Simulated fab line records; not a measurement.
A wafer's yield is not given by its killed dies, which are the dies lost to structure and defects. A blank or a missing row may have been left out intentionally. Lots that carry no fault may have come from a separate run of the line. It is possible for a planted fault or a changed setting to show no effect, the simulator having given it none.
fab line records	flow n5_finfet
[record] lots = 7	wafers = 21
route steps=1938 shown BEOL_M2@847 BEOL_M3@977 BEOL_M4@1031 BEOL_M5@1112 BEOL_M6@1198
start_h: hours from the record's first day to the start of the lot's first wafer shown	wait_h: hours from the lot's prior step to this one	" the same as in the row above	L1.1+2: a single row standing in for several wafers	- no value, or no start given	* or withheld: withheld	< > ~ a bound
route shown NAME@n: a module of which the file shows steps, and the number in the route of the first	usual: mean/standard deviation taken from wafers without a fault	same: alike in all rows	chamber/n: place in a boat	sites: readings site by site	_std_site: standard deviation across them	_edge_site: outer sites' mean less inner sites'	radius_mm: how far each site lies from the wafer's centre	mask NAME#n: copy n	behind: the most recent tool/chamber to have shaped the wafer	hold: the reason the lot was held/the length of the hold in hours/how it ended	device: the transistor (n, p or np) that didn't switch	end of line: tests run on the same wafers once the route is complete	step lacking rows: just its recipe	killed: at the first sort, the dies lost to defects and structure; wafer yield is something else	map: a wafer's dies, marking killed ones x, the rest . and places with no die _
set.NAME: the setting the step ran with; set.NAME@STEP: the setting that earlier step ran with	model.NAME: the simulator's own value behind a step, which no gauge read
lots with deliberately changed settings; one table per step, one row per wafer
[[steps]]
[step N5_BEOL_M2_COAT_73]
[recipe] resist = underlayer	temp_c = 205	time_s = 60	spin_rpm = 1500	resist_thk_nm = 5
lot.wafer	tool	chamber	start_h	wait_h	set.temp_c
L074.1+2	litho_track-05	0	-	-	211.9
L074.4	"	0	"	"	205
L075.4+5+6	litho_track-03	0	-	-	205
L078.1	litho_track-03	0	-	-	205
L078.3+6	"	0	"	"	199.2
L081.3+4+5	litho_track-02	0	-	-	205
L089.2+5+6	litho_track-02	0	-	-	205
L090.1+2+4	litho_track-03	0	-	-	205
L091.1+3	litho_track-02	0	-	-	212.6
L091.5	"	0	"	"	205
[step N5_BEOL_M2_COAT_05]
[recipe] resist = CAR-EUV	spin_rpm = 1500	resist_thk_nm = 30
[step N5_BEOL_M2_EBR_07]
[recipe] solvent = PGMEA	ebr_width_mm = 1.5
[step N5_BEOL_M2_DESCUM_16]
[recipe] chemistry = O2	time_s = 7	source_power_w = 50	bias_power_w = 20	pressure_mtorr = 20	rf_frequency_hz = 2.712e+07	temp_c = 40	resist = CAR-EUV	o2_flow_sccm = 225
[step N5_BEOL_M2_ETCH_74]
[recipe] chemistry = N2/H2	target = underlayer	target_depth_a = 65	mask_material = CAR-EUV	time_s = 5.2	ion_energy_ev = 200	pressure_mtorr = 30	source_w = 840	bias_w = 150	n2_flow_sccm = 200	h2_flow_sccm = 200	ends = cleared
[step N5_BEOL_M2_ETCH_63]
[recipe] chemistry = CF4	target = SiARC	target_depth_a = 156	mask_material = CAR-EUV	time_s = 26	ion_energy_ev = 80	pressure_mtorr = 40	source_w = 545	bias_w = 36	Ar_flow_sccm = 100	cf4_flow_sccm = 100	ends = cleared
lot.wafer	tool	chamber	start_h	wait_h	set.spin_rpm@BEOL_M2_COAT_62	model.etch.depth_nm
L074.1+2	rie_diel-06	2,0	136.66	0.0	1337	12.68
L074.4	"	3	"	"	1500	11.95
L075.4	rie_diel-06	3	140.35	0.0	1500	12.01
L075.5	"	0	"	"	1500	11.96
L075.6	"	2	"	"	1500	11.95
L078.1+6	rie_diel-04	0,2	154.83	0.0	1408	12.34
L078.3	"	1	"	"	1500	11.95
L081.3	rie_diel-06	0	178.39	0.0	1500	12.04
L081.4	"	1	"	"	1500	12.03
L081.5	"	0	"	"	1639	11.47
L089.2	rie_diel-06	2	224.68	0.0	1500	11.94
L089.5	"	3	"	"	1360	12.49
L089.6	"	2	"	"	1360	12.55
L090.1+2	rie_diel-05	1,2	231.60	0.0	1500	11.97
L090.4	"	1	"	"	1500	11.99
L091.1	rie_diel-06	2	231.84	0.0	1500	12
L091.3	"	3	"	"	1337	12.73
L091.5	"	3	"	"	1337	12.72
[step N5_BEOL_M3_VIA_ETCH_34]
[recipe] chemistry = C4F6/O2	target_depth_a = 694	mask_material = SOC	pressure_mtorr = 15	ion_energy_ev = 250	taper_deg = 4	time_s = 65.9	source_w = 350	bias_w = 170	Ar_flow_sccm = 300	C4F6_flow_sccm = 10	O2_flow_sccm = 10
lot.wafer	tool	chamber	start_h	wait_h	set.time_s	model.etch.depth_nm	model.SOC_of_BEOL_M3_COAT_67.thk_nm
L074.1	rie_diel-01	3	146.61	0.0	65.9	68.82	51.6
L074.2	"	0	"	"	55.43	60.17	53
L074.4	"	1	"	"	55.43	58.65	53
L075.4	rie_diel-01	1	152.96	0.0	65.9	70.32	51.6
L075.5	"	1	"	"	65.9	69.97	51.6
L075.6	"	2	"	"	65.9	67.94	52
L078.1	rie_diel-01	2	181.39	0.0	65.9	68.55	52.4
L078.3	"	3	"	"	65.9	69.68	52.2
L078.6	"	2	"	"	79.56	83.43	50.4
L081.3	rie_diel-03	0	191.32	0.0	56.49	57.83	53.2
L081.4	"	3	"	"	56.49	59.2	53
L081.5	"	2	"	"	56.49	59.76	53.2
L089.2	rie_diel-02	2	237.50	0.0	79.25	80.29	50.6
L089.5	"	3	"	"	65.9	69.36	51.8
L089.6	"	2	"	"	65.9	67.61	52.2
L090.1	rie_diel-02	1	240.69	0.0	65.9	68.53	52
L090.2	"	0	"	"	74.99	78.81	50.8
L090.4	"	2	"	"	74.99	75.93	51
L091.1	rie_diel-01	0	244.20	0.0	65.9	71.35	51.8
L091.3	"	1	"	"	78.27	83.87	50
L091.5	"	2	"	"	65.9	68.37	52
[step N5_BEOL_M3_TRENCH_ETCH_37]
[recipe] chemistry = C4F6/O2	target_depth_a = 555.55	target = SiOC	time_s = 29.2	ion_energy_ev = 250	pressure_mtorr = 30	source_w = 355	bias_w = 185	Ar_flow_sccm = 300	C4F6_flow_sccm = 10	O2_flow_sccm = 10
lot.wafer	tool	chamber	start_h	wait_h	set.time_s	model.BEOL_M3.feature_depth_nm	model.etch.depth_nm
L074.1	rie_diel-01	3	-	-	29.2	55.4	55.33
L074.2	"	0	"	"	29.2	57.4	57.46
L074.4	"	1	"	"	35.21	68.2	68.17
L075.4	rie_diel-01	1	-	-	29.2	56.6	56.61
L075.5	"	1	"	"	29.2	56.4	56.49
L075.6	"	2	"	"	29.2	55	55.02
L078.1	rie_diel-01	2	-	-	29.2	54.6	54.63
L078.3	"	3	"	"	29.2	55.4	55.32
L078.6	"	2	"	"	29.2	54.8	54.73
L081.3	rie_diel-03	0	-	-	23.09	43	43.08
L081.4	"	3	"	"	29.2	55.6	55.65
L081.5	"	2	"	"	29.2	55.2	55.14
L089.2	rie_diel-02	2	-	-	29.2	53.2	53.15
L089.5	"	3	"	"	29.2	55	54.95
L089.6	"	2	"	"	23.22	42.8	42.7
L090.1	rie_diel-02	1	-	-	29.2	54.8	54.86
L090.2	"	0	"	"	29.2	55.6	55.64
L090.4	"	2	"	"	29.2	54	53.98
L091.1	rie_diel-01	0	-	-	29.2	57.4	57.34
L091.3	"	1	"	"	29.2	56.4	56.44
L091.5	"	2	"	"	27.38	51.4	51.46
[step N5_BEOL_M3_ETCH_41]
[recipe] chemistry = CH3F/O2	target = SiCN	target_depth_a = 299	taper_deg = 2	time_s = 52.5	ion_energy_ev = 120	mask_material = TiN	pressure_mtorr = 30	source_w = 395	bias_w = 75	Ar_flow_sccm = 150	CH3F_flow_sccm = 30	O2_flow_sccm = 20
[step N5_BEOL_M3_STRIP_97]
[recipe] chemistry = N2/H2	time_s = 10	power_w = 450	temp_c = 40	pressure_mtorr = 20	rf_frequency_hz = 6e+07	bias_power_w = 7	n2_flow_sccm = 200	h2_flow_sccm = 200
[step N5_BEOL_M3_OCD_MEAS_38]
[usual] trench_depth_nm = 55.4/1
lot.wafer	tool	chamber	start_h	wait_h	set.time_s@BEOL_M3_TRENCH_ETCH_37	trench_depth_nm
L074.1	ocd-01	-	146.87	-	29.2	55.1
L074.2	"	-	"	"	29.2	56.4
L074.4	"	-	"	"	35.21	68.2
L075.4	ocd-01	-	153.22	-	29.2	56.8
L075.5	"	-	"	"	29.2	56.6
L075.6	"	-	"	"	29.2	54.8
L078.1	ocd-01	-	181.65	-	29.2	54.7
L078.3	"	-	"	"	29.2	54.8
L078.6	"	-	"	"	29.2	54.8
L081.3	ocd-01	-	191.58	-	23.09	43.0
L081.4	"	-	"	"	29.2	55.4
L081.5	"	-	"	"	29.2	54.9
L089.2	ocd-01	-	237.75	-	29.2	52.5
L089.5	"	-	"	"	29.2	54.5
L089.6	"	-	"	"	23.22	42.8
L090.1	ocd-01	-	240.94	-	29.2	54.5
L090.2	"	-	"	"	29.2	55.3
L090.4	"	-	"	"	29.2	53.3
L091.1	ocd-02	-	244.46	-	29.2	57.3
L091.3	"	-	"	"	29.2	56.8
L091.5	"	-	"	"	27.38	51.6
[step N5_BEOL_M4_EXPOSE_08]
[recipe] mask_id = M4	na = 0.33	source_shape = dipole	sigma_inner = 0.369	sigma_outer = 0.767	polarization = unpolarized	dose_mj = 41.25
lot.wafer	tool	chamber	start_h	wait_h	mask	set.dose_mj
L074.1+2+4	euv_scanner-01	0	153.85	-	M4#0	41.25
L075.4+5+6	euv_scanner-01	0	161.69	-	M4#0	41.25
L078.1+3	euv_scanner-01	0	186.89	-	M4#0	42.14
L078.6	"	0	"	"	M4#0	41.25
L081.3+4	euv_scanner-01	0	197.09	-	M4#0	39.35
L081.5	"	0	"	"	M4#0	41.25
L089.2+5+6	euv_scanner-02	0	242.35	-	M4#0	41.25
L090.1+2	euv_scanner-02	0	245.72	-	M4#0	39.67
L090.4	"	0	"	"	M4#0	41.25
L091.1+3+5	euv_scanner-02	0	252.00	-	M4#0	41.25
[step N5_BEOL_M4_PEB_09]
[recipe] peb_temp_c = 100	peb_time_s = 60	resist = CAR-EUV
[step N5_BEOL_M4_DEVELOP_10]
[recipe] develop_time_s = 30	developer = TMAH	resist = CAR-EUV	rinse_liquid = surfactant_rinse	dry = air_spin	dev_temp_c = 23
[step N5_BEOL_M4_DESCUM_16]
[recipe] chemistry = O2	time_s = 7	source_power_w = 50	bias_power_w = 20	pressure_mtorr = 20	rf_frequency_hz = 2.712e+07	temp_c = 40	resist = CAR-EUV	o2_flow_sccm = 225
[step N5_BEOL_M4_ETCH_74]
[recipe] chemistry = N2/H2	target = underlayer	target_depth_a = 65	mask_material = CAR-EUV	time_s = 5.2	ion_energy_ev = 200	pressure_mtorr = 30	source_w = 840	bias_w = 150	n2_flow_sccm = 200	h2_flow_sccm = 200	ends = cleared
lot.wafer	tool	chamber	start_h	wait_h	set.dose_mj@BEOL_M4_EXPOSE_08	model.BEOL_M4.cd_offset_nm
L074.1	rie_diel-04	2	154.14	0.0	41.25	0
L074.2	"	1	"	"	41.25	0.2
L074.4	"	0	"	"	41.25	0.6
L075.4	rie_diel-06	1	162.09	0.0	41.25	0.2
L075.5+6	"	2,0	"	"	41.25	0
L078.1	rie_diel-05	0	187.18	0.0	42.14	0.6
L078.3	"	1	"	"	42.14	0.8
L078.6	"	1	"	"	41.25	0.4
L081.3	rie_diel-06	3	197.49	0.0	39.35	-1
L081.4	"	1	"	"	39.35	-0.8
L081.5	"	3	"	"	41.25	0
L089.2+5+6	rie_diel-04	2,0,1	242.83	0.0	41.25	0.2
L090.1+2	rie_diel-06	0,3	246.03	0.0	39.67	-0.4
L090.4	"	2	"	"	41.25	0.4
L091.1+3	rie_diel-06	2,1	252.29	0.0	41.25	0.2
L091.5	"	1	"	"	41.25	0.4
[step N5_BEOL_M4_ETCH_63]
[recipe] chemistry = CF4	target = SiARC	target_depth_a = 156	mask_material = CAR-EUV	time_s = 26	ion_energy_ev = 80	pressure_mtorr = 40	source_w = 545	bias_w = 36	Ar_flow_sccm = 100	cf4_flow_sccm = 100	ends = cleared
lot.wafer	tool	chamber	start_h	wait_h	set.dose_mj@BEOL_M4_EXPOSE_08	model.BEOL_M4.cd_offset_nm
L074.1	rie_diel-04	2	154.16	0.0	41.25	0
L074.2	"	1	"	"	41.25	0.2
L074.4	"	0	"	"	41.25	0.6
L075.4+6	rie_diel-06	1,0	162.11	0.0	41.25	0
L075.5	"	2	"	"	41.25	-0.2
L078.1+3	rie_diel-05	0,1	187.20	0.0	42.14	0.6
L078.6	"	1	"	"	41.25	0.2
L081.3+4	rie_diel-06	3,1	197.51	0.0	39.35	-1
L081.5	"	3	"	"	41.25	0
L089.2+5+6	rie_diel-04	2,0,1	242.85	0.0	41.25	0.2
L090.1	rie_diel-06	0	246.05	0.0	39.67	-0.2
L090.2	"	3	"	"	39.67	-0.4
L090.4	"	2	"	"	41.25	0.4
L091.1+3+5	rie_diel-06	2,1,1	252.31	0.0	41.25	0.2
[step N5_BEOL_M4_ETCH_64]
[recipe] chemistry = N2/H2	target = SOC	target_depth_a = 750	overetch_a = 225	mask_material = SiARC	temp_c = 40	time_s = 121.9	ion_energy_ev = 200	pressure_mtorr = 30	source_w = 840	bias_w = 150	n2_flow_sccm = 200	h2_flow_sccm = 200
lot.wafer	tool	chamber	start_h	wait_h	set.dose_mj@BEOL_M4_EXPOSE_08	model.BEOL_M4.cd_offset_nm
L074.1	rie_diel-04	2	154.19	0.0	41.25	0
L074.2	"	1	"	"	41.25	0.2
L074.4	"	0	"	"	41.25	0.6
L075.4+5	rie_diel-06	1,2	162.18	0.1	41.25	0.4
L075.6	"	0	"	"	41.25	0.2
L078.1+3	rie_diel-05	0,1	187.23	0.0	42.14	0.8
L078.6	"	1	"	"	41.25	0.4
L081.3	rie_diel-06	3	197.53	0.0	39.35	-1.4
L081.4	"	1	"	"	39.35	-1
L081.5	"	3	"	"	41.25	-0.2
L089.2+5+6	rie_diel-04	2,0,1	242.88	0.0	41.25	0.2
L090.1	rie_diel-06	0	246.07	0.0	39.67	-0.2
L090.2	"	3	"	"	39.67	-0.8
L090.4	"	2	"	"	41.25	0.6
L091.1	rie_diel-06	2	252.34	0.0	41.25	0.2
L091.3+5	"	1	"	"	41.25	0.4
[step N5_BEOL_M4_STRIP_65]
[recipe] chemistry = N2/H2	temp_c = 40	n2_flow_sccm = 200	h2_flow_sccm = 200	rf_frequency_hz = 6e+07
[step N5_BEOL_M4_STRIP_75]
[recipe] chemistry = N2/H2	temp_c = 40	n2_flow_sccm = 200	h2_flow_sccm = 200	rf_frequency_hz = 6e+07
[step N5_BEOL_M4_STRIP_66]
[recipe] chemistry = CF4	resist = SiARC	power_w = 300	bias_power_w = 75	pressure_mtorr = 50	cf4_flow_sccm = 150	rf_frequency_hz = 6e+07
[step N5_BEOL_M4_HM_OPEN_17]
[recipe] chemistry = Cl2/BCl3	target_depth_a = 200	overetch_a = 60	target = TiN	mask_material = SOC	ion_energy_ev = 150	pressure_mtorr = 10	icp_w = 1000	bias_w = 126	Cl2_flow_sccm = 53.25	bcl3_flow_sccm = 21.75	Ar_flow_sccm = 25
lot.wafer	tool	chamber	start_h	wait_h	set.dose_mj@BEOL_M4_EXPOSE_08	model.BEOL_M4.cd_offset_nm
L074.1	rie_metal-03	1	154.36	0.0	41.25	0
L074.2	"	0	"	"	41.25	0.2
L074.4	"	1	"	"	41.25	0.6
L075.4+5	rie_metal-01	0	162.39	0.1	41.25	0.2
L075.6	"	0	"	"	41.25	0
L078.1+3	rie_metal-02	0	187.40	0.0	42.14	0.8
L078.6	"	1	"	"	41.25	0.4
L081.3	rie_metal-01	1	197.74	0.1	39.35	-1.4
L081.4	"	0	"	"	39.35	-1.2
L081.5	"	1	"	"	41.25	-0.4
L089.2+5+6	rie_metal-01	0,1,0	243.05	0.0	41.25	0.2
L090.1	rie_metal-01	0	246.25	0.0	39.67	-0.2
L090.2	"	1	"	"	39.67	-0.8
L090.4	"	0	"	"	41.25	0.4
L091.1+3	rie_metal-03	1,0	252.51	0.0	41.25	0.4
L091.5	"	0	"	"	41.25	0.6
[step N5_BEOL_M5_ILD_DEP_00]
[recipe] material = SiCOH_lowk	target_thk_a = 1406.4	temp_c = 300	precursor = DEMS/porogen	pressure_torr = 5	rf_w = 500	time_s = 25.9
lot.wafer	tool	chamber	start_h	wait_h	set.time_s	model.SiCOH_lowk_of_BEOL_M5_ILD_DEP_00.thk_nm
L074.1+2	pecvd-03	0,2	167.70	0.8	25.9	139.6
L074.4	"	1	"	"	25.9	143.4
L075.4	pecvd-04	1	170.34	0.4	25.9	143.2
L075.5	"	0	"	"	25.9	143.6
L075.6	"	2	"	"	25.9	143
L078.1	pecvd-01	1	193.73	0.8	25.9	139
L078.3	"	0	"	"	26.9	140.4
L078.6	"	0	"	"	26.9	144.6
L081.3	pecvd-01	0	204.37	0.5	25.9	136.8
L081.4	"	0	"	"	25.9	138.4
L081.5	"	1	"	"	25.9	141.2
L089.2	pecvd-03	0	250.05	0.7	27.31	147
L089.5	"	0	"	"	25.9	142.6
L089.6	"	1	"	"	27.31	149.8
L091.1	pecvd-03	0	264.74	0.8	25.9	139.6
L091.3	"	1	"	"	25.9	141.6
L091.5	"	2	"	"	25.9	140.4
L090.1	pecvd-01	2	266.48	0.8	22.51	120.8
L090.2	"	1	"	"	22.51	122.6
L090.4	"	2	"	"	25.9	139
[step N5_BEOL_M5_CURE_79]
[recipe] temp_c = 385	time_s = 240	ambient = He/Ar	material = SiCOH_lowk
lot.wafer	tool	chamber	start_h	wait_h	set.time_s@BEOL_M5_ILD_DEP_00	model.SiCOH_lowk_of_BEOL_M5_ILD_DEP_00.thk_nm
L074.1	uv_cure-02	1	167.76	0.0	25.9	120.2
L074.2	"	1	"	"	25.9	120
L074.4	"	1	"	"	25.9	123.4
L075.4	uv_cure-01	1	170.86	0.5	25.9	123.2
L075.5	"	1	"	"	25.9	123.6
L075.6	"	1	"	"	25.9	123
L078.1	uv_cure-03	1	193.79	0.0	25.9	119.6
L078.3	"	1	"	"	26.9	120.8
L078.6	"	1	"	"	26.9	124.4
L081.3	uv_cure-03	0	204.59	0.2	25.9	117.6
L081.4	"	0	"	"	25.9	119
L081.5	"	0	"	"	25.9	121.6
L089.2	uv_cure-03	1	250.19	0.1	27.31	126.4
L089.5	"	1	"	"	25.9	122.6
L089.6	"	1	"	"	27.31	129
L091.1	uv_cure-03	1	264.80	0.0	25.9	120
L091.3	"	1	"	"	25.9	121.8
L091.5	"	1	"	"	25.9	120.8
L090.1	uv_cure-03	0	266.54	0.0	22.51	103.8
L090.2	"	0	"	"	22.51	105.4
L090.4	"	0	"	"	25.9	119.6
[step N5_BEOL_M5_THK_MEAS_01]
[recipe] reads = SiCOH_lowk_of_BEOL_M5_ILD_DEP_00
[usual] M5_ILD_THK = 121.0/1.8
lot.wafer	tool	chamber	start_h	wait_h	set.time_s@BEOL_M5_ILD_DEP_00	M5_ILD_THK[nm]
L074.1	film_metro-02	-	168.27	0.4	25.9	120.0
L074.2	"	-	"	"	25.9	120.2
L074.4	"	-	"	"	25.9	123.4
L075.4	film_metro-02	-	171.37	0.4	25.9	123.4
L075.5	"	-	"	"	25.9	123.6
L075.6	"	-	"	"	25.9	123.1
L078.1	film_metro-01	-	194.31	0.4	25.9	119.5
L078.3	"	-	"	"	26.9	120.7
L078.6	"	-	"	"	26.9	124.3
L081.3	film_metro-01	-	204.94	0.3	25.9	117.6
L081.4	"	-	"	"	25.9	119.1
L081.5	"	-	"	"	25.9	121.6
L089.2	film_metro-02	-	250.63	0.4	27.31	126.5
L089.5	"	-	"	"	25.9	122.7
L089.6	"	-	"	"	27.31	129.0
L091.1	film_metro-02	-	265.31	0.4	25.9	120.0
L091.3	"	-	"	"	25.9	121.7
L091.5	"	-	"	"	25.9	120.7
L090.1	film_metro-02	-	267.05	0.4	22.51	103.7
L090.2	"	-	"	"	22.51	105.5
L090.4	"	-	"	"	25.9	119.4
[step N5_BEOL_M5_PECVD_70]
[recipe] material = SiO2	target_thk_a = 160	temp_c = 400	precursor = TEOS/O2	pressure_torr = 5.5	rf_w = 450	teos_flow_sccm = 53.8	gas = O2	flow_sccm = 3000	time_s = 18
lot.wafer	tool	chamber	start_h	wait_h	set.time_s	model.SiO2_of_BEOL_M5_PECVD_70.thk_nm
L074.1+2	pecvd-03	0,2	168.31	0.0	18	15.8
L074.4	"	2	"	"	18	16
L075.4+6	pecvd-04	1,0	171.43	0.1	18	16
L075.5	"	2	"	"	18	16.4
L078.1	pecvd-04	0	194.34	0.0	18	15.8
L078.3	"	1	"	"	16.52	14.6
L078.6	"	0	"	"	16.52	14.8
L081.3	pecvd-04	0	204.98	0.0	18	16
L081.4	"	0	"	"	16.07	14.6
L081.5	"	2	"	"	16.07	14.8
L089.2	pecvd-01	1	250.66	0.0	18	16
L089.5+6	"	2,1	"	"	18	16.2
L091.1	pecvd-04	0	265.35	0.0	18	15.8
L091.3	"	1	"	"	18	15.6
L091.5	"	0	"	"	16.76	14.8
L090.1+4	pecvd-03	1,2	267.09	0.0	18	15.8
L090.2	"	0	"	"	18	15.6
[step N5_BEOL_M6_HM_DEP_02]
[recipe] material = TiN	target_thk_a = 200	temp_c = 25	chamber_pressure_pa = 0.49996
lot.wafer	tool	chamber	start_h	wait_h	set.target_thk_a	model.TiN_of_BEOL_M6_HM_DEP_02.thk_nm
L074.1	pvd_sputter-02	-	181.99	1.3	200	20.4
L074.2	"	-	"	"	200	20.2
L074.4	"	-	"	"	185.8	18.6
L075.4	pvd_sputter-01	-	185.35	1.4	200	20.2
L075.5+6	"	-	"	"	200	20
L078.1	pvd_sputter-03	-	207.49	1.3	200	20
L078.3	"	-	"	"	200	20.2
L078.6	"	-	"	"	200	20.4
L081.3+4	pvd_sputter-02	-	219.34	0.9	219.2	21.8
L081.5	"	-	"	"	200	19.8
L089.2	pvd_sputter-03	-	263.40	0.7	200	19.8
L089.5+6	"	-	"	"	173.7	17.4
L091.1+3	pvd_sputter-02	-	277.51	1.3	200	19.6
L091.5	"	-	"	"	216.8	21.4
L090.1	pvd_sputter-02	-	277.73	0.7	200	19.6
L090.2	"	-	"	"	200	19.8
L090.4	"	-	"	"	220.3	21.6
[[key]]
[split] step = N5_BEOL_M2_COAT_73	setting = temp_c	stated = 205	by = wafer
response none clear
[split] step = N5_BEOL_M3_VIA_ETCH_34	setting = time_s	stated = 65.9	by = wafer
[response] step = N5_BEOL_M3_VIA_ETCH_34	reading = model.etch.depth_nm	change = +0.655	per = 1%	r = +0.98
[response] step = N5_BEOL_M3_VIA_ETCH_34	reading = model.SOC_of_BEOL_M3_COAT_67.thk_nm	change = -0.0861	per = 1%	r = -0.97
[split] step = N5_BEOL_M3_TRENCH_ETCH_37	setting = time_s	stated = 29.2	by = wafer
[response] step = N5_BEOL_M3_TRENCH_ETCH_37	reading = model.BEOL_M3.feature_depth_nm	change = +0.582	per = 1%	r = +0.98
[response] step = N5_BEOL_M3_TRENCH_ETCH_37	reading = model.etch.depth_nm	change = +0.581	per = 1%	r = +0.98
[response] step = N5_BEOL_M3_OCD_MEAS_38	reading = trench_depth_nm	change = +0.579	per = 1%	r = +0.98
[split] step = N5_BEOL_M4_EXPOSE_08	setting = dose_mj	stated = 41.25	by = wafer
[response] step = N5_BEOL_M4_ETCH_74	reading = model.BEOL_M4.cd_offset_nm	change = +0.194	per = 1%	r = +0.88
[response] step = N5_BEOL_M4_ETCH_63	reading = model.BEOL_M4.cd_offset_nm	change = +0.201	per = 1%	r = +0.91
[response] step = N5_BEOL_M4_ETCH_64	reading = model.BEOL_M4.cd_offset_nm	change = +0.239	per = 1%	r = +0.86
[response] step = N5_BEOL_M4_HM_OPEN_17	reading = model.BEOL_M4.cd_offset_nm	change = +0.209	per = 1%	r = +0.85
[split] step = N5_BEOL_M5_ILD_DEP_00	setting = time_s	stated = 25.9	by = wafer
[response] step = N5_BEOL_M5_ILD_DEP_00	reading = model.SiCOH_lowk_of_BEOL_M5_ILD_DEP_00.thk_nm	change = +1.26	per = 1%	r = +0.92
[response] step = N5_BEOL_M5_CURE_79	reading = model.SiCOH_lowk_of_BEOL_M5_ILD_DEP_00.thk_nm	change = +1.09	per = 1%	r = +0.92
[response] step = N5_BEOL_M5_THK_MEAS_01	reading = M5_ILD_THK	change = +1.08	per = 1%	r = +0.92
[split] step = N5_BEOL_M5_PECVD_70	setting = time_s	stated = 18	by = wafer
[response] step = N5_BEOL_M5_PECVD_70	reading = model.SiO2_of_BEOL_M5_PECVD_70.thk_nm	change = +0.127	per = 1%	r = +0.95
[split] step = N5_BEOL_M6_HM_DEP_02	setting = target_thk_a	stated = 200	by = wafer
[response] step = N5_BEOL_M6_HM_DEP_02	reading = model.TiN_of_BEOL_M6_HM_DEP_02.thk_nm	change = +0.199	per = 1%	r = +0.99
split outside_this_file step=N5_BEOL_M2_COAT_62 setting=spin_rpm
// split outside_this_file: this setting was split too, and the file shows its column; the key of that split is in another file
